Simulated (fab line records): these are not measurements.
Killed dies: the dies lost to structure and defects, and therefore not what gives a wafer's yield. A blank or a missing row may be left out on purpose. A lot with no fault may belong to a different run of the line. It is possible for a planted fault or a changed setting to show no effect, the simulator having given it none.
A struck lot beside a sound one | flow nand-harc | 28 steps out of a route of 1159
Sound: these wafers, L903.2, L903.3, L903.4. Wafers L908.2, L908.4, L908.5 were the ones struck. At the end, the cause is stated.
Per side, at each step with rows, come the tool, then ch with its chambers, and then its first start. Under that, the readings that differ: sound wafers | struck wafers | difference of the means | sigmas: that difference in standard deviations of wafers without a fault.
alike: words and numbers the same on both sides, and readings whose means are apart by under 2 such deviations; not compared: readings that were withheld, readings missing a value for some wafer, numbers with overlapping values and no deviation given by the record, and bounds like >300 which may hide the same value.
The two part at a step that has a row with sigmas, a row that says differs or no value, or rows on one side only. When numbers do not overlap yet have no deviation, they are printed without sigmas and do not part them. Lack of a reading on every wafer of one side parts them only where that side has two or more wafers.

first, 5 steps without rows for these wafers: NHARC_P_GATE_STRIP_15 (strips in SPM, time 780 s); NHARC_P_GATE_PRECLEAN_71 (cleans in SC1); NHARC_P_GATE_SRD_72; NHARC_P_GATE_OXIDE_16 (material SiO2, target thk 3 nm, ox time 392 s); NHARC_P_GATE_CVD_17 (deposits poly-Si, target thk 150 nm, time 900 s).
NHARC_P_GATE_HM_DEP_102: deposits aC, target thk 120 nm.
  sound on acl-dep-03 ch 0, day 5 11:33; struck on acl-dep-01 ch 0, day 6 23:35
  alike: throttle-valve-pct
NHARC_P_GATE_DEP_103: deposits SiON, target thk 30 nm.
  sound on pecvd-01 ch 0,2, day 5 12:07; struck on pecvd-03 ch 1,2, day 7 00:12
  alike: heater-power-w
then, 5 steps without rows for these wafers: NHARC_P_GATE_DEHYDRATE_18 (time 120 s); NHARC_P_GATE_HMDS_19 (time 30 s); NHARC_P_GATE_COAT_20 (resist thk 90 nm); NHARC_P_GATE_SOFTBAKE_21 (time 55 s); NHARC_P_GATE_EBR_22.
NHARC_P_GATE_EXPOSE_23: exposes mask P GATE, target cd 120 nm.
  sound on arfi-scanner-01 ch 0, day 5 12:32; struck on arfi-scanner-01 ch 0, day 7 00:41
  reading | sound                      | struck                              | difference | sigmas
  mask    | P_GATE#0 P_GATE#0 P_GATE#0 | P_GATE_R1#0 P_GATE_R1#0 P_GATE_R1#0 | differs    |
  alike: focus-offset-nm
then, 2 steps without rows for these wafers: NHARC_P_GATE_PEB_24 (peb time 65 s); NHARC_P_GATE_DEVELOP_25 (develop time 35 s).
NHARC_P_GATE_CD_MEAS_26: the cd target is 120 nm.
  sound on cd-sem-01 ch 0, day 5 12:40; struck on cd-sem-03 ch 0, day 7 00:50
  reading    | sound             | struck         | difference | sigmas
  cd-nm (nm) | 118.7 119.0 119.3 | 91.8 92.1 92.7 | -26.8      | -45
NHARC_P_GATE_OVL_MEAS_27:
  sound: overlay-01 at day 5 12:46; struck: overlay-02 at day 7 00:55
  alike: overlay-x-nm, overlay-y-nm
NHARC_P_GATE_INSPECT_28:
  sound: defect-inspect-01 at day 5 12:47; struck: defect-inspect-02 at day 7 00:57
  alike: raw-defect-count
NHARC_P_GATE_DESCUM_31: chemistry O2, time 3 s.
  sound on rie-diel-01 ch 0,2,3, day 5 12:51; struck on rie-diel-04 ch 0,2, day 7 01:01
  reading                 | sound             | struck            | difference | sigmas
  model.P_GATE.cd-nm (nm) | 118.4 118.8 118.6 | 92.45 92.37 92.88 | -26.03     |
  alike: chamber-pressure-mTorr, drypump-motor-current-A, o2-flow-sccm, oes-product-au, rf-vpp-V, showerhead-plenum-p-Torr, throttle-valve-pct
  not compared: rf-hours-counter-h
NHARC_P_GATE_ETCH_104: etches the open film in CF4/CHF3, target depth 60 nm.
  sound on rie-diel-01 ch 0,1,3, day 5 12:56; struck on rie-diel-04 ch 0,1, day 7 01:06
  reading               | sound             | struck            | difference | sigmas
  oes-product-au (a.u.) | 0.932 0.931 0.915 | 0.987 0.960 0.992 | +0.054     | +3
  alike: chamber-pressure-mTorr, drypump-motor-current-A, rf-vpp-V, showerhead-plenum-p-Torr, throttle-valve-pct
then, 2 steps without rows for these wafers: NHARC_P_GATE_HM_OPEN_105 (chemistry O2/COS, target depth 360 nm); NHARC_P_GATE_STRIP_106 (strips in O2/COS).
NHARC_P_GATE_ETCH_114: etches the open film in CF4/O2, target depth 30 nm, overetch 3 nm, time 16.5 s.
  sound on rie-diel-01 ch 0,1,3; struck on rie-diel-04 ch 0,2,3
  reading             | sound             | struck            | difference | sigmas
  o2-flow-sccm (sccm) | 20.16 19.99 20.21 | 19.95 19.97 19.96 | -0.16      | -2
  alike: chamber-pressure-mTorr, drypump-motor-current-A, oes-product-au, rf-vpp-V, showerhead-plenum-p-Torr, throttle-valve-pct
  not compared: rf-hours-counter-h
NHARC_P_GATE_ETCH_32: etches the open film in HBr/Cl2, target depth 150 nm, time 100.1 s.
  sound on rie-si-01 ch 1,2,3, day 5 13:20; struck on rie-si-03 ch 0,1,2, day 7 01:29
  reading                 | sound                | struck               | difference | sigmas
  throttle-valve-pct (%)  | 26.401 26.390 26.407 | 26.415 26.421 26.412 | +0.017     | +2
  model.P_GATE.cd-nm (nm) | 118.3 122.7 121.4    | 94.27 90.26 95.68    | -27.40     |
  alike: chamber-pressure-mTorr, drypump-motor-current-A, he-backside-leak-sccm, oes-product-au
  not compared: rf-hours-counter-h
NHARC_P_GATE_STRIP_108: strips in O2.
  sound on rie-diel-13 ch 1,2,3, day 5 13:30; struck on rie-diel-04 ch 0,2, day 7 01:39
  alike: chamber-pressure-mTorr, drypump-motor-current-A, o2-flow-sccm, oes-product-au, rf-vpp-V, showerhead-plenum-p-Torr, throttle-valve-pct
  not compared: rf-hours-counter-h
NHARC_P_GATE_CD_MEAS_33:
  sound: cd-sem-01 at day 5 13:41; struck: cd-sem-03 at day 7 01:49
  reading    | sound             | struck         | difference | sigmas
  cd-nm (nm) | 117.5 121.8 120.9 | 94.0 90.1 96.0 | -26.7      | -11
then, 1 step without rows for these wafers: NHARC_P_GATE_STRIP_35 (strips in SPM, time 600 s).
-- break in the record here, with 15 days between the starts of the struck wafers on either side (left off in module P_GATE, picked up again in module END, where the first step shown is number 1159 on the route) --
NHARC_END_SORT_01:
  only the struck wafers appear in the record here, on prober-01 ch 0 at day 21 19:52; the sound ones have no rows

WHERE THEY PART
Earliest at NHARC_P_GATE_EXPOSE_23; latest, in this record, at NHARC_END_SORT_01.

WHY: whatever the simulator had introduced
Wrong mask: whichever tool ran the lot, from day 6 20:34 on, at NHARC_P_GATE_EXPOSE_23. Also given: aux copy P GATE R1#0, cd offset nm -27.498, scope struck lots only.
